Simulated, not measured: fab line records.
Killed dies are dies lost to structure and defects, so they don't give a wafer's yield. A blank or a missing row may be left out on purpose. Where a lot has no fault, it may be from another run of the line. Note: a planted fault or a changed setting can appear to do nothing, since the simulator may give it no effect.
Chamber matching ; flow nand harc ; 4 sister chambers for NHARC_A_STAIRCASE_TRIM_229 on rie diel-08
The step chemistry O2, time 211.2 s. 14 wafers are shown with their chamber, then 7 later ones without.

## WAFERS PAIRED WITH THEIR CHAMBERS
wafer;chamber;showerhead plenum p Torr (Torr);drypump motor current A (A);rf vpp V (V)
L074.1;2;3.49;6.3;58.5
L074.4;2;3.49;6.3;56.3
L074.5;0;3.50;5.7;56.9
L075.2;3;3.47;6.3;59.2
L075.4;2;3.49;6.3;57.0
L075.6;2;3.49;6.2;58.0
L081.2;3;3.46;6.4;58.2
L081.3;1;3.36;6.5;56.1
L081.5;3;3.46;6.4;59.3
L086.2;0;3.49;5.7;57.7
L086.4;3;3.46;6.3;57.0
L086.5;3;3.46;6.4;58.9
L087.4;2;3.48;6.3;57.9
L087.5;2;3.48;6.3;57.7

SIGNATURES (means of the wafers above)
reading;chamber 0;chamber 1;chamber 2;chamber 3;scatter within a chamber
showerhead plenum p Torr;3.4950;3.3600;3.4867;3.4620;0.00513
drypump motor current A;5.700;6.500;6.283;6.360;0.0451
rf vpp V;57.300;56.100;57.567;58.520;0.84
Rule: distance of a wafer from a chamber = root of the sum over the readings of ((wafer's reading minus chamber's mean) / reading's scatter) squared. The wafer belongs to the nearest chamber; if the next one is less than 2 further off, it can't be placed. The scatter: the root of (the sum of the squares of (reading less its chamber's mean) over the shown wafers, divided by (wafers less chambers)).

## WAFERS WHOSE CHAMBER IS MISSING
wafer;showerhead plenum p Torr (Torr);drypump motor current A (A);rf vpp V (V)
L087.6;3.45;6.3;58.5
L096.1;3.47;6.3;58.5
L096.3;3.45;6.4;58.1
L096.5;3.45;6.4;59.2
L097.1;3.34;6.4;58.3
L097.2;3.47;6.3;57.9
L097.3;3.44;6.4;56.4

## EACH ONE'S CHAMBER
wafer;from the rows above;in truth
L087.6;3;3
L096.1;can't be placed: 3 or 2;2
L096.3;3;3
L096.5;3;3
L097.1;1;1
L097.2;can't be placed: 3 or 2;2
L097.3;3;3
Correctly placed: 5 of 7. Cannot be placed on the basis of these rows: 2; the candidates contain the true chamber in 2. Wrongly placed: 0.
